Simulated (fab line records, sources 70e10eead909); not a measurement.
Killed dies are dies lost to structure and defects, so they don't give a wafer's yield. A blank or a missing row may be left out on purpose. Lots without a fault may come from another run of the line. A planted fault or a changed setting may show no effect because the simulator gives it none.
A struck lot beside a sound one | flow nand_harc | 13 steps out of a route of 1302
Sound: wafers L597.4, L597.5, L597.6. Struck: wafers L606.3, L606.4, L606.6. The cause comes at the end.
At each step with rows: each side's tool, then ch and its chambers, then its first start. Under that, the readings that differ: sound wafers | struck wafers | difference of the means | sigmas: that difference in standard deviations of wafers without a fault.
alike: readings whose means differ by less than 2 such deviations, and words and numbers that are the same on both sides. not compared: withheld readings, readings that some wafer has no value for, bounds like >300 that may hide the same value, and numbers for which the record gives no deviation and whose values overlap.
The two part at a step that has a row with sigmas, a row that says differs or no value, or rows on one side only. Numbers that don't overlap but have no deviation are shown without sigmas and don't part them. A reading that every wafer of one side lacks parts them only if that side has two wafers or more.

NHARC_A_ONON_D2_THK_MEAS_34: measures by ellipsometry.
  sound on film_metro-02, day 14 08:42; struck on film_metro-02, day 18 00:23
  alike: thk_nm
NHARC_A_ONON_D2_INSPECT_32:
  sound on defect_inspect-02, day 14 08:46; struck on defect_inspect-01, day 18 00:27
  reading          | sound       | struck      | difference | sigmas
  raw_defect_count | 418 319 394 | 902 588 896 | +418       | +2
NHARC_A_CHANNEL_HOLE_D2_DEP_00: deposits aC, target thk 3100 nm.
  sound on acl_dep-03 ch 0, day 14 09:47; struck on acl_dep-02 ch 0, day 18 01:33
  alike: throttle_valve_pct
NHARC_A_CHANNEL_HOLE_D2_DEP_01: deposits SiON, target thk 140 nm.
  sound on pecvd-02 ch 0,1,2, day 14 10:50; struck on pecvd-04 ch 0,2, day 18 02:52
  alike: heater_power_outer_w, heater_power_w
then, 7 steps without rows for these wafers: NHARC_A_CHANNEL_HOLE_D2_DEHYDRATE_02 (time 120 s); NHARC_A_CHANNEL_HOLE_D2_HMDS_03 (time 30 s); NHARC_A_CHANNEL_HOLE_D2_COAT_36 (time 75 s); NHARC_A_CHANNEL_HOLE_D2_COAT_37 (time 65 s); NHARC_A_CHANNEL_HOLE_D2_COAT_04 (resist thk 90 nm); NHARC_A_CHANNEL_HOLE_D2_SOFTBAKE_05 (time 55 s); NHARC_A_CHANNEL_HOLE_D2_EBR_06.
NHARC_A_CHANNEL_HOLE_D2_EXPOSE_07: exposes mask HOLE D2, target cd 100 nm.
  sound on arfi_scanner-03 ch 0, day 14 11:14; struck on arfi_scanner-03, day 18 03:26
  no value came back on the struck wafers for exposure_dose_mJ_cm2, focus_offset_nm (nm), stage_vel_mm_s (mm/s); on the sound wafers exposure_dose_mJ_cm2 reads 59.59 59.54 59.58
  alike: mask
then, 1 step without rows for these wafers: NHARC_A_CHANNEL_HOLE_D2_PEB_08 (peb time 65 s).

WHERE THEY PART
First at NHARC_A_ONON_D2_INSPECT_32; last, within this record, at NHARC_A_CHANNEL_HOLE_D2_EXPOSE_07.

WHY: what the simulator had put in
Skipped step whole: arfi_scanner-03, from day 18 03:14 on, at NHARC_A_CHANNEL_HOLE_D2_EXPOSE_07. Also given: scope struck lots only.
